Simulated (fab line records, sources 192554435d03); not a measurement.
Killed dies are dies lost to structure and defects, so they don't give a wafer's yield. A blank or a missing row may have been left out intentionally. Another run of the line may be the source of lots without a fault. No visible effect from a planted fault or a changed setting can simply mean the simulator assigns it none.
fab line records | flow n5Finfet | part 1 of 2: steps 1 to 8 of 9
[record] lots = 7 | wafers = 21 | lastDay = 17
route steps=1938 shown BEOL_M4@1111 BEOL_M5@1183 BEOL_M6@1204 BEOL_M15@1830 PASSIVATION@1936
lots with no fault: from the same line, run without faults
startH: hours from the record's first day to the start of the lot's first wafer shown | waitH: time in hours since the lot's previous step | " same as the row above | L1.1+2: a single row standing in for several wafers | - no value, or no start given | * or withheld: withheld | < > ~ a bound
route shown NAME@n: a module of which the file shows steps, and the number in the route of the first | usual: mean and standard deviation over wafers with no fault | same: alike in all rows | chamber/n: place in a boat | sites: per-site readings | _std_site: standard deviation across them | _edge_site: inner sites' mean taken away from outer sites' mean | radiusMm: for every site, how far away it sits from the centre of the wafer | mask NAME#n: copy n | behind: the most recent tool/chamber to have shaped the wafer | hold: reason for holding the lot/hours on hold/outcome of the hold | device: whichever transistor did not switch (one of n, p or np) | end of line: the route-end tests of the same wafers | where a step has no rows: the recipe by itself | killed: dies that structure and defects cost at the first sort, which is not the same as the wafer's yield | map: a wafer's dies, x killed, . not, _ none there
set.NAME: the run value of the setting; set.NAME@STEP: its run value at that earlier step | model.NAME: the simulator's own value behind a step, which no gauge read
a sample of lots followed through the steps of the route, with each step as a table and each wafer as a row
services: from which hour (startH, from the record's first day; less than 0 if before it) a tool's chamber was out of use, for how many hours, and why
[[steps]]
[step N5_BEOL_M4_RC_MEAS_101]
[usual] DIBL_N = 36.2/1.4 | DIBL_P = 36.1/1.5 | IOFF_N = 0.153/0.02 | IOFF_P = 0.215/0.03 | ION_N = 672/8.6 | ION_P = 463/6.8 | SS_N = 71.5/0.47 | SS_P = 73.3/0.57 | VT_N = 250.6/2.4 | VT_P = -249/3.2
lot.wafer | tool      | chamber | startH | waitH | DIBL_N[mV/V] | DIBL_P[mV/V] | IOFF_N[nA/um] | IOFF_P[nA/um] | ION_N[uA/um] | ION_P[uA/um] | SS_N[mV/dec] | SS_P[mV/dec] | VT_N[mV] | VT_P[mV]
L856.1    | prober-01 | 0       | 221.33 | 0.0   | 36.0         | 36.4         | 0.159         | 0.242         | 676          | 472          | 72.3         | 73.8         | 249.5    | -244
L856.5    | "         | 0       | "      | "     | 35.7         | 36.1         | 0.144         | 0.236         | 666          | 471          | 71.4         | 72.5         | 252.1    | -245
L856.6    | "         | 0       | "      | "     | 35.8         | 37.0         | 0.159         | 0.255         | 674          | 476          | 71.3         | 73.1         | 251.9    | -244
L861.3    | prober-02 | 0       | 236.34 | 0.3   | 36.3         | 34.9         | 0.144         | 0.196         | 677          | 462          | 71.5         | 73.1         | 253.0    | -252
L861.4    | "         | 0       | "      | "     | 38.6         | 38.2         | 0.206         | 0.250         | 688          | 464          | 71.5         | 74.8         | 247.2    | -246
L861.5    | "         | 0       | "      | "     | 38.7         | 37.5         | 0.192         | 0.239         | 672          | 458          | 72.1         | 73.9         | 248.8    | -248
L869.2    | prober-02 | 0       | 271.24 | 0.2   | 36.3         | 35.7         | 0.150         | 0.215         | 659          | 459          | 71.2         | 73.9         | 250.0    | -248
L869.3    | "         | 0       | "      | "     | 37.0         | 35.8         | 0.161         | 0.217         | 677          | 465          | 71.5         | 73.6         | 248.7    | -251
L869.4    | "         | 0       | "      | "     | 35.8         | 34.3         | 0.135         | 0.189         | 669          | 465          | 71.2         | 72.8         | 250.4    | -252
L870.4    | prober-02 | 0       | 287.11 | 0.5   | 33.4         | 33.3         | 0.105         | 0.157         | 659          | 456          | 71.1         | 72.7         | 254.6    | -255
L870.5    | "         | 0       | "      | "     | 34.2         | 34.3         | 0.113         | 0.175         | 652          | 451          | 71.2         | 72.6         | 254.2    | -251
L870.6    | "         | 0       | "      | "     | 37.0         | 37.3         | 0.147         | 0.210         | 681          | 467          | 71.7         | 73.5         | 253.8    | -250
L872.1    | prober-02 | 0       | 296.07 | 0.0   | 35.3         | 34.7         | 0.139         | 0.193         | 673          | 460          | 71.3         | 73.2         | 253.2    | -250
L872.2    | "         | 0       | "      | "     | 34.6         | 34.2         | 0.141         | 0.188         | 679          | 464          | 70.8         | 74.3         | 253.1    | -254
L872.5    | "         | 0       | "      | "     | 34.8         | 34.0         | 0.134         | 0.191         | 679          | 464          | 71.5         | 73.3         | 251.2    | -251
L871.1    | prober-02 | 0       | 297.12 | 0.0   | 36.7         | 37.1         | 0.156         | 0.239         | 683          | 472          | 70.9         | 73.3         | 252.4    | -248
L871.4    | "         | 0       | "      | "     | 36.4         | 36.2         | 0.150         | 0.224         | 676          | 470          | 71.2         | 72.1         | 250.8    | -249
L871.5    | "         | 0       | "      | "     | 37.6         | 37.5         | 0.176         | 0.252         | 693          | 475          | 71.9         | 73.3         | 249.7    | -246
L873.2    | prober-01 | 0       | 302.39 | 0.2   | 34.1         | 35.2         | 0.146         | 0.200         | 676          | 467          | 70.4         | 73.2         | 249.4    | -249
L873.3    | "         | 0       | "      | "     | 36.1         | 37.2         | 0.166         | 0.217         | 667          | 462          | 71.7         | 73.4         | 249.0    | -247
L873.4    | "         | 0       | "      | "     | 35.6         | 36.6         | 0.160         | 0.213         | 676          | 461          | 71.5         | 73.7         | 250.4    | -251
[step N5_BEOL_M5_SPUTTER_90]
[recipe] material = Cu | targetThkA = 45 | tempC = -20 | chamberPressurePa = 0.07 | powerW = withheld | timeS = 8.29
[usual] throttleValvePct = 30.3/0.9
lot.wafer | tool          | chamber | startH | waitH | throttleValvePct
L856.1    | pvdSputter-01 | -       | 233.17 | 0.5   | 29.9
L856.5    | "             | -       | "      | "     | 28.6
L856.6    | "             | -       | "      | "     | 30.7
L861.3    | pvdSputter-03 | -       | 247.75 | 0.5   | 29.7
L861.4    | "             | -       | "      | "     | 30.5
L861.5    | "             | -       | "      | "     | 29.4
L869.2    | pvdSputter-02 | -       | 282.76 | 0.5   | 30.8
L869.3    | "             | -       | "      | "     | 30.2
L869.4    | "             | -       | "      | "     | 31.5
L870.4    | pvdSputter-01 | -       | 298.42 | 0.5   | 29.5
L870.5    | "             | -       | "      | "     | 29.6
L870.6    | "             | -       | "      | "     | 30.5
L871.1    | pvdSputter-02 | -       | 307.87 | 0.5   | 29.9
L871.4    | "             | -       | "      | "     | 31.6
L871.5    | "             | -       | "      | "     | 30.2
L872.1    | pvdSputter-01 | -       | 309.24 | 0.5   | 30.8
L872.2    | "             | -       | "      | "     | 28.8
L872.5    | "             | -       | "      | "     | 30.0
L873.2    | pvdSputter-02 | -       | 315.38 | 0.5   | 30.9
L873.3    | "             | -       | "      | "     | 29.7
L873.4    | "             | -       | "      | "     | 31.5
[step N5_BEOL_M5_THK_MEAS_53]
[recipe] thkMeasGauge = xrf | reads = Cu_of_BEOL_M5_ECD_50
[usual] M5_THK = 61.7/1.4
lot.wafer | tool         | chamber | startH | waitH | M5_THK[nm]
L856.1    | filmMetro-02 | -       | 234.85 | -     | 58.9
L856.5    | "            | -       | "      | "     | 60.3
L856.6    | "            | -       | "      | "     | 61.1
L861.3    | filmMetro-01 | -       | 249.28 | -     | 60.1
L861.4    | "            | -       | "      | "     | 61.5
L861.5    | "            | -       | "      | "     | 61.0
L869.2    | filmMetro-02 | -       | 283.56 | -     | 64.7
L869.3    | "            | -       | "      | "     | 63.5
L869.4    | "            | -       | "      | "     | 62.4
L870.4    | filmMetro-02 | -       | 299.22 | -     | 61.4
L870.5    | "            | -       | "      | "     | 61.9
L870.6    | "            | -       | "      | "     | 61.9
L871.1    | filmMetro-01 | -       | 308.68 | -     | 61.9
L871.4    | "            | -       | "      | "     | 61.9
L871.5    | "            | -       | "      | "     | 61.6
L872.1    | filmMetro-02 | -       | 310.18 | -     | 61.2
L872.2    | "            | -       | "      | "     | 63.3
L872.5    | "            | -       | "      | "     | 64.9
L873.2    | filmMetro-02 | -       | 316.18 | -     | 61.6
L873.3    | "            | -       | "      | "     | 64.4
L873.4    | "            | -       | "      | "     | 64.0
[step N5_BEOL_M6_EXPOSE_08]
[recipe] maskId = M6 | na = 1.35 | sourceShape = dipole | sigmaInner = 0.817 | sigmaOuter = 0.97 | polarization = te | doseMj = 68.25
[usual] exposureDoseMJCm2 = 68.7/0.59 | reticleTempC = 22.99/0.099
lot.wafer | tool           | chamber | startH | waitH | mask | exposureDoseMJCm2 | reticleTempC
L856.1    | arfiScanner-03 | 0       | 237.06 | -     | M6#0 | 68.2              | 22.98
L856.5    | "              | 0       | "      | "     | M6#0 | 68.2              | 23.03
L856.6    | "              | 0       | "      | "     | M6#0 | 68.2              | 23.02
L861.3    | arfiScanner-03 | 0       | 250.91 | -     | M6#0 | 68.2              | 23.02
L861.4    | "              | 0       | "      | "     | M6#0 | 68.1              | 22.95
L861.5    | "              | 0       | "      | "     | M6#0 | 68.2              | 22.98
L869.2    | arfiScanner-03 | 0       | 285.65 | -     | M6#0 | 78.1              | 22.90
L869.3    | "              | 0       | "      | "     | M6#0 | 78.0              | 22.91
L869.4    | "              | 0       | "      | "     | M6#0 | 78.1              | 22.91
L870.4    | arfiScanner-03 | 0       | 301.81 | -     | M6#0 | 76.0              | 22.85
L870.5    | "              | 0       | "      | "     | M6#0 | 76.1              | 22.98
L870.6    | "              | 0       | "      | "     | M6#0 | 76.1              | 22.79
L871.1    | arfiScanner-02 | 0       | 310.34 | -     | M6#0 | 68.3              | 22.97
L871.4    | "              | 0       | "      | "     | M6#0 | 68.2              | 23.03
L871.5    | "              | 0       | "      | "     | M6#0 | 68.3              | 23.09
L872.1    | arfiScanner-01 | 0       | 313.53 | -     | M6#0 | 69.4              | 23.11
L872.2    | "              | 0       | "      | "     | M6#0 | 69.3              | 22.95
L872.5    | "              | 0       | "      | "     | M6#0 | 69.4              | 22.91
L873.2    | arfiScanner-02 | 0       | 318.29 | -     | M6#0 | 68.3              | 22.96
L873.3    | "              | 0       | "      | "     | M6#0 | 68.3              | 23.21
L873.4    | "              | 0       | "      | "     | M6#0 | 68.3              | 23.02
[step N5_BEOL_M6_CD_MEAS_11]
[recipe] targetCdNm = 38.5 | landingEnergyEv = 500 | detector = seInlens | polarity = opening
[usual] cdNm = 38.5/0.45
lot.wafer | tool     | chamber | startH | waitH | cdNm
L856.1    | cdSem-03 | 0       | 237.19 | -     | 37.6
L856.5    | "        | 0       | "      | "     | 38.0
L856.6    | "        | 0       | "      | "     | 37.2
L861.3    | cdSem-03 | 0       | 251.03 | -     | 39.0
L861.4    | "        | 0       | "      | "     | 39.4
L861.5    | "        | 0       | "      | "     | 39.1
L869.2    | cdSem-02 | 0       | 285.77 | -     | 45.3
L869.3    | "        | 0       | "      | "     | 45.2
L869.4    | "        | 0       | "      | "     | 45.4
L870.4    | cdSem-02 | 0       | 301.92 | -     | 43.7
L870.5    | "        | 0       | "      | "     | 44.4
L870.6    | "        | 0       | "      | "     | 43.9
L871.1    | cdSem-03 | 0       | 310.46 | -     | 39.3
L871.4    | "        | 0       | "      | "     | 39.1
L871.5    | "        | 0       | "      | "     | 38.7
L872.1    | cdSem-03 | 0       | 313.66 | -     | 38.1
L872.2    | "        | 0       | "      | "     | 38.9
L872.5    | "        | 0       | "      | "     | 39.0
L873.2    | cdSem-02 | 0       | 318.42 | -     | 38.6
L873.3    | "        | 0       | "      | "     | 38.4
L873.4    | "        | 0       | "      | "     | 38.1
[step N5_BEOL_M6_DESCUM_16]
[recipe] chemistry = O2 | timeS = 7.9 | sourcePowerW = 50 | biasPowerW = 20 | pressureMtorr = 20 | rfFrequencyHz = 2.712e+07 | tempC = 40 | resist = CAR-ArF | o2FlowSccm = 225
[usual] biasPowerW = 20.00/0.061 | drypumpMotorCurrentA = 5.6/0.52 | oesProductAu = 0.82/0.078 | rfVppV = 243.5/1.3 | showerheadPlenumPTorr = 2.11/0.067 | throttleValvePct = 20.33/0.19
lot.wafer | tool       | chamber | startH | waitH | biasPowerW | drypumpMotorCurrentA | oesProductAu | rfHoursCounterH | rfVppV | showerheadPlenumPTorr | throttleValvePct
L856.1    | rieDiel-03 | 1       | 237.28 | 0.0   | 20.03      | 5.7                  | 0.87         | 43              | 241.8  | 2.14                  | 20.16
L856.5    | "          | 3       | "      | "     | 20.04      | 4.9                  | 0.72         | -               | 243.1  | 2.08                  | 20.54
L856.6    | "          | 2       | "      | "     | 20.10      | 5.4                  | 0.91         | -               | 243.1  | 2.05                  | 20.10
L861.3    | rieDiel-02 | 1       | 251.12 | 0.0   | 19.99      | 4.9                  | 0.80         | 112             | 242.7  | 2.11                  | 20.25
L861.4    | "          | 2       | "      | "     | 19.96      | 5.5                  | 0.88         | 39              | 242.8  | 2.04                  | 20.15
L861.5    | "          | 0       | "      | "     | 20.00      | 6.2                  | 0.89         | -               | 244.7  | 2.23                  | 20.23
L869.2    | rieDiel-02 | 0       | 286.02 | 0.2   | 19.97      | 6.2                  | 0.88         | 46              | 246.2  | 2.23                  | 20.27
L869.3    | "          | 3       | "      | "     | 20.02      | 4.7                  | 0.70         | 235             | 241.9  | 2.06                  | 20.45
L869.4    | "          | 2       | "      | "     | 20.03      | 5.5                  | 0.86         | 51              | 242.7  | 2.03                  | 20.16
L870.4    | rieDiel-04 | 0       | 302.01 | 0.0   | 19.90      | 5.8                  | 0.86         | 47              | 242.0  | 2.03                  | 20.30
L870.5    | "          | 1       | "      | "     | 20.09      | 6.6                  | 0.71         | -               | 244.1  | 2.15                  | 20.76
L870.6    | "          | 0       | "      | "     | 19.96      | 5.8                  | 0.86         | -               | 243.6  | 2.03                  | 20.31
L871.1    | rieDiel-04 | 1       | 310.57 | 0.0   | 19.98      | 6.6                  | 0.71         | 218             | 244.9  | 2.15                  | 20.76
L871.4    | "          | 2       | "      | "     | 20.02      | 5.7                  | 0.76         | 144             | 243.8  | 2.10                  | 20.59
L871.5    | "          | 2       | "      | "     | 20.08      | 5.7                  | 0.75         | -               | 244.1  | 2.10                  | 20.60
L872.1    | rieDiel-02 | 2       | 313.74 | 0.0   | 19.94      | 5.5                  | 0.85         | 63              | 243.2  | 2.03                  | 20.20
L872.2    | "          | 0       | "      | "     | 20.00      | 6.2                  | 0.86         | 58              | 245.2  | 2.22                  | 20.28
L872.5    | "          | 1       | "      | "     | 20.07      | 4.9                  | 0.77         | -               | 242.4  | 2.10                  | 20.29
L873.2    | rieDiel-02 | 1       | 318.50 | 0.0   | 19.93      | 4.9                  | 0.77         | 138             | 243.5  | 2.10                  | 20.29
L873.3    | "          | 0       | "      | "     | 20.05      | 6.2                  | 0.85         | 60              | 246.5  | 2.22                  | 20.25
L873.4    | "          | 2       | "      | "     | 19.98      | 5.5                  | 0.84         | 64              | 242.1  | 2.03                  | 20.19
[step N5_BEOL_M6_CD_MEAS_18]
[recipe] pitchNm = 80 | targetCdNm = 40
[usual] cdNm = 40.0/0.48
lot.wafer | tool     | chamber | startH | waitH | cdNm
L856.1    | cdSem-02 | -       | 237.86 | 0.0   | 39.2
L856.5    | "        | -       | "      | "     | 39.2
L856.6    | "        | -       | "      | "     | 38.8
L861.3    | cdSem-02 | -       | 251.67 | 0.1   | 41.1
L861.4    | "        | -       | "      | "     | 40.4
L861.5    | "        | -       | "      | "     | 40.6
L869.2    | cdSem-03 | -       | 286.48 | 0.1   | 46.6
L869.3    | "        | -       | "      | "     | 46.5
L869.4    | "        | -       | "      | "     | 46.9
L870.4    | cdSem-01 | -       | 302.50 | 0.0   | 45.4
L870.5    | "        | -       | "      | "     | 45.9
L870.6    | "        | -       | "      | "     | 45.5
L871.1    | cdSem-01 | -       | 311.03 | 0.0   | 40.6
L871.4    | "        | -       | "      | "     | 40.4
L871.5    | "        | -       | "      | "     | 40.4
L872.1    | cdSem-02 | -       | 314.20 | 0.0   | 40.5
L872.2    | "        | -       | "      | "     | 40.5
L872.5    | "        | -       | "      | "     | 40.3
L873.2    | cdSem-01 | -       | 318.96 | 0.1   | 39.7
L873.3    | "        | -       | "      | "     | 39.7
L873.4    | "        | -       | "      | "     | 39.6
[step N5_BEOL_M15_RC_MEAS_101]
[usual] COMB_M10 = 1.5e-11/3e-12 | COMB_M11 = 1.49e-11/3e-12 | COMB_M12 = 6.5e-12/1.5e-12 | COMB_M13 = 5e-12/1.2e-12 | COMB_M14 = 3.9e-12/7.4e-13 | COMB_M15 = 2.6e-12/5.5e-13 | COMB_M5 = 3.6e-11/7.7e-12 | COMB_M7 = 2.5e-11/5.1e-12 | COMB_M8 = 2.6e-11/6.6e-12 | COMB_M9 = 1.5e-11/3e-12 | SERP_M10 = 3.06/0.059 | SERP_M10_max_site = 3.17/0.062 | SERP_M11 = 3.10/0.063 | SERP_M12 = 0.641/0.013 | SERP_M12_max_site = 0.653/0.013 | SERP_M13 = 0.310/0.005 | SERP_M14 = 0.1603/0.0025 | SERP_M5 = 38.7/1.5 | SERP_M6 = 13.7/0.46 | SERP_M6_max_site = 14.5/0.49 | SERP_M7 = 13.9/0.39 | SERP_M8 = 13.9/0.46 | SERP_M9 = 3.08/0.067
lot.wafer | tool      | chamber | startH | waitH | COMB_M10[S/m] | COMB_M11[S/m] | COMB_M12[S/m] | COMB_M13[S/m] | COMB_M14[S/m] | COMB_M15[S/m] | COMB_M5[S/m] | COMB_M7[S/m] | COMB_M8[S/m] | COMB_M9[S/m] | SERP_M10[ohm/um] | SERP_M10_max_site[ohm/um] | SERP_M11[ohm/um] | SERP_M12[ohm/um] | SERP_M12_max_site[ohm/um] | SERP_M13[ohm/um] | SERP_M14[ohm/um] | SERP_M5[ohm/um] | SERP_M6[ohm/um] | SERP_M6_max_site[ohm/um] | SERP_M7[ohm/um] | SERP_M8[ohm/um] | SERP_M9[ohm/um]
L856.1    | prober-01 | 0       | 311.61 | 0.0   | 1.6e-11       | 1.31e-11      | 8.8e-12       | 4.5e-12       | 4.7e-12       | 3.4e-12       | 3.3e-11      | 1.7e-11      | 3.1e-11      | 1.3e-11      | 3.01             | 3.07                      | 3.08             | 0.641            | 0.650                     | 0.320            | 0.1564           | 41.4            | 14.5            | 15.0                     | 14.0            | 14.0            | 3.01
L856.5    | "         | 0       | "      | "     | 1.1e-11       | 2.16e-11      | 8.3e-12       | 5.4e-12       | 3.4e-12       | 2.5e-12       | 3.6e-11      | 3.3e-11      | 2.6e-11      | 1.4e-11      | 2.96             | 3.23                      | 3.12             | 0.626            | 0.642                     | 0.314            | 0.1593           | 39.8            | 14.7            | 15.0                     | 13.5            | 13.9            | 3.05
L856.6    | "         | 0       | "      | "     | 1.4e-11       | 1.23e-11      | 7.5e-12       | 5e-12         | 3.7e-12       | 2.2e-12       | 3.1e-11      | 3.8e-11      | 2.5e-11      | 1.2e-11      | 2.93             | 3.14                      | 3.17             | 0.629            | 0.641                     | 0.308            | 0.1599           | 39.8            | 14.4            | 15.5                     | 13.6            | 14.1            | 3.07
L861.3    | prober-01 | 0       | 319.94 | 0.3   | 2.5e-11       | 1.42e-11      | 9.2e-12       | 5e-12         | 2.9e-12       | 2.8e-12       | 4.9e-11      | 2.1e-11      | 2.3e-11      | 1.3e-11      | 3.15             | 3.23                      | 3.18             | 0.627            | 0.651                     | 0.306            | 0.1629           | 39.3            | 13.3            | 14.0                     | 14.0            | 14.3            | 3.18
L861.4    | "         | 0       | "      | "     | 2.1e-11       | 1.29e-11      | 1.11e-11      | 5.1e-12       | 5.2e-12       | 3.7e-12       | 3e-11        | 2.2e-11      | 2.6e-11      | 1.5e-11      | 3.14             | 3.23                      | 3.20             | 0.629            | 0.644                     | 0.305            | 0.1607           | 37.9            | 13.6            | 14.6                     | 14.4            | 13.7            | 3.23
L861.5    | "         | 0       | "      | "     | 1.5e-11       | 1.81e-11      | 7.3e-12       | 4.7e-12       | 4.8e-12       | 3.5e-12       | 3.7e-11      | 2.5e-11      | 3.1e-11      | 1.5e-11      | 3.15             | 3.19                      | 3.21             | 0.651            | 0.670                     | 0.304            | 0.1631           | 39.5            | 13.3            | 14.2                     | 14.5            | 13.4            | 3.12
L869.2    | prober-01 | 0       | 358.13 | 0.3   | 1.5e-11       | 8.4e-12       | 5.7e-12       | 5.3e-12       | 3.3e-12       | 2.6e-12       | 2.9e-11      | 1.8e-11      | 2.1e-11      | 1.2e-11      | 2.98             | 3.22                      | 3.19             | 0.630            | 0.639                     | 0.309            | 0.1614           | 36.5            | 10.7            | 11.2                     | 14.4            | 13.3            | 3.17
L869.3    | "         | 0       | "      | "     | 1.3e-11       | 1.17e-11      | 5.8e-12       | 3.4e-12       | 3.6e-12       | 2.4e-12       | 4.3e-11      | 1.9e-11      | 2.6e-11      | 1.2e-11      | 3.03             | 3.08                      | 3.19             | 0.632            | 0.646                     | 0.308            | 0.1604           | 37.9            | 10.5            | 11.4                     | 14.0            | 13.9            | 3.19
L869.4    | "         | 0       | "      | "     | 1.1e-11       | 1.65e-11      | 5.6e-12       | 3.9e-12       | 2.9e-12       | 2.3e-12       | 4.6e-11      | 2.5e-11      | 2.1e-11      | 1.7e-11      | 3.13             | 3.17                      | 3.15             | 0.636            | 0.649                     | 0.310            | 0.1641           | 38.0            | 10.4            | 10.9                     | 13.7            | 13.4            | 3.10
L870.4    | prober-01 | 0       | 374.18 | 0.5   | 1.8e-11       | 1.42e-11      | 7.6e-12       | 3.8e-12       | 4.4e-12       | 3.5e-12       | 3.4e-11      | 3.9e-11      | 2.4e-11      | 1.8e-11      | 3.03             | 3.08                      | 3.16             | 0.625            | 0.639                     | 0.307            | 0.1609           | 39.0            | 11.7            | 12.3                     | 13.8            | 14.6            | 3.07
L870.5    | "         | 0       | "      | "     | 1.6e-11       | 1.8e-11       | 6.5e-12       | 3.7e-12       | 5.2e-12       | 3.7e-12       | 3.2e-11      | 2.9e-11      | 2.5e-11      | 1.8e-11      | 3.07             | 3.15                      | 3.15             | 0.639            | 0.649                     | 0.312            | 0.1663           | 38.7            | 10.8            | 11.4                     | 13.9            | 13.6            | 3.17
L870.6    | "         | 0       | "      | "     | 1.7e-11       | 1.23e-11      | 4.8e-12       | 4.3e-12       | 4.1e-12       | 3.3e-12       | 3.7e-11      | 2.5e-11      | 2.7e-11      | 1.1e-11      | 3.10             | 3.19                      | 3.13             | 0.660            | 0.671                     | 0.302            | 0.1611           | 38.5            | 10.9            | 11.6                     | 13.4            | 14.7            | 3.04
L871.1    | prober-01 | 0       | 380.74 | 0.0   | 1.7e-11       | 1.22e-11      | 7.6e-12       | 4.8e-12       | 3.5e-12       | 2.7e-12       | 4.9e-11      | 2.4e-11      | 2.4e-11      | 1.6e-11      | 3.05             | 3.23                      | 3.07             | 0.660            | 0.667                     | 0.314            | 0.1601           | 37.1            | 13.4            | 13.8                     | 14.4            | 13.6            | 3.11
L871.4    | "         | 0       | "      | "     | 1.5e-11       | 1.17e-11      | 5.6e-12       | 4.4e-12       | 3.8e-12       | 3.6e-12       | 3.3e-11      | 2.3e-11      | 2.1e-11      | 1.5e-11      | 3.10             | 3.24                      | 3.11             | 0.646            | 0.655                     | 0.310            | 0.1581           | 37.9            | 13.4            | 14.0                     | 14.5            | 14.0            | 3.04
L871.5    | "         | 0       | "      | "     | 1.3e-11       | 1.14e-11      | 5.8e-12       | 4.1e-12       | 3.8e-12       | 2.2e-12       | 4.1e-11      | 2.9e-11      | 2.7e-11      | 1.5e-11      | 3.13             | 3.21                      | 3.15             | 0.659            | 0.673                     | 0.315            | 0.1655           | 37.5            | 13.9            | 14.8                     | 14.2            | 13.6            | 3.09
L872.1    | prober-01 | 0       | 382.84 | 0.0   | 1.2e-11       | 1.2e-11       | 7.1e-12       | 5.7e-12       | 3.2e-12       | 3.3e-12       | 2.4e-11      | 2.8e-11      | 2e-11        | 1.8e-11      | 3.11             | 3.22                      | 3.05             | 0.638            | 0.647                     | 0.305            | 0.1600           | 39.9            | 13.9            | 14.3                     | 14.2            | 13.8            | 3.10
L872.2    | "         | 0       | "      | "     | 1.7e-11       | 1.47e-11      | 7.4e-12       | 4.7e-12       | 3.9e-12       | 2.5e-12       | 3.3e-11      | 3e-11        | 2.1e-11      | 2.1e-11      | 3.05             | 3.26                      | 3.00             | 0.637            | 0.658                     | 0.306            | 0.1652           | 37.4            | 13.3            | 14.4                     | 13.9            | 14.0            | 3.05
L872.5    | "         | 0       | "      | "     | 1.6e-11       | 1.23e-11      | 8.6e-12       | 3.1e-12       | 4.2e-12       | 3.5e-12       | 2.8e-11      | 3e-11        | 1.6e-11      | 2.3e-11      | 3.10             | 3.13                      | 3.03             | 0.625            | 0.633                     | 0.309            | 0.1611           | 37.8            | 13.7            | 14.7                     | 14.4            | 13.7            | 3.09
L873.2    | prober-02 | 0       | 386.31 | 0.2   | 1.6e-11       | 1.72e-11      | 5.7e-12       | 3.9e-12       | 3.2e-12       | 1.6e-12       | 3.9e-11      | 2.8e-11      | 2.3e-11      | 1.2e-11      | 3.17             | 3.33                      | 3.22             | 0.654            | 0.666                     | 0.309            | 0.1598           | 39.1            | 13.7            | 14.8                     | 13.7            | 14.1            | 3.10
L873.3    | "         | 0       | "      | "     | 1.1e-11       | 2.13e-11      | 3.5e-12       | 3.8e-12       | 2.7e-12       | 2.2e-12       | 3.1e-11      | 2.3e-11      | 4.2e-11      | 1.6e-11      | 2.99             | 3.12                      | 3.13             | 0.678            | 0.694                     | 0.310            | 0.1580           | 37.6            | 13.9            | 14.6                     | 13.6            | 13.7            | 3.12
L873.4    | "         | 0       | "      | "     | 1.1e-11       | 1.28e-11      | 5.8e-12       | 4.1e-12       | 2.4e-12       | 2.5e-12       | 3.2e-11      | 2.2e-11      | 2.5e-11      | 1.6e-11      | 3.09             | 3.19                      | 3.12             | 0.661            | 0.677                     | 0.297            | 0.1571           | 37.5            | 14.2            | 14.7                     | 14.4            | 13.6            | 3.08
// sites SERP_M6 radiusMm=0,75,75,75,75,140,140,140,140
L856.1 14.1 14.5 14.4 14.2 14.7 14.7 14.5 14.3 15.0
L861.3 12.9 13.2 13.7 13.6 13.3 13.3 13.8 14.0 13.3
L869.2 10.0 10.4 10.2 10.5 10.7 10.8 10.8 10.7 11.2
L870.4 11.7 11.3 12.0 11.7 11.4 11.5 11.8 12.3 11.3
L871.1 12.6 13.4 13.2 13.4 12.9 13.8 13.5 13.5 13.6
L872.1 13.5 13.3 13.5 13.9 13.9 14.2 14.1 14.0 14.3
L873.2 13.1 13.1 13.4 13.7 13.0 14.8 14.2 14.3 14.1
[[key]]
[firstSign] step = N5_BEOL_M6_EXPOSE_08 | reading = exposureDoseMJCm2 | direction = up | sigmas = 14 | usual = 68.7 | struck = 77.1
[effect] step = N5_BEOL_M6_CD_MEAS_11 | reading = cdNm | direction = up | sigmas = 14 | usual = 38.5 | struck = 44.7 | through = controlLoop
[effect] step = N5_BEOL_M6_CD_MEAS_18 | reading = cdNm | direction = up | sigmas = 13 | usual = 40.0 | struck = 46.1 | through = controlLoop
[effect] step = N5_BEOL_M15_RC_MEAS_101 | reading = SERP_M6 | direction = down | sigmas = 6.4 | usual = 13.7 | struck = 10.8
[effect] step = N5_PASSIVATION_PROBE_49 | reading = killed_at_M4_up | direction = up | sigmas = 73 | usual = 13 | struck = 391
[moreKillsBornAt] N5_BEOL_M6_EXPOSE_08@arfiScanner-03 = 2252
metAt N5_BEOL_M6_EXPOSE_08
struckLots L869,L870
[loopTrim] step = N5_BEOL_M6_EXPOSE_08 | setting = dose | lots = L870
notActingAt N5_BEOL_M5_SPUTTER_90,N5_BEOL_M5_THK_MEAS_53,N5_BEOL_M6_DESCUM_16
onsetBetween 250.91 285.65
[fault] kind = processParameterDrift | tool = arfiScanner-03 | chamber = - | onsetH = 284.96 | steps = N5_BEOL_M6_EXPOSE_08 | channel = doseMj | offset = 9.7635 | shape = step | actsIn = theseRecipesOnly | stated = 68.25
// loopTrim: a control loop set the setting to another value than it would have without faults
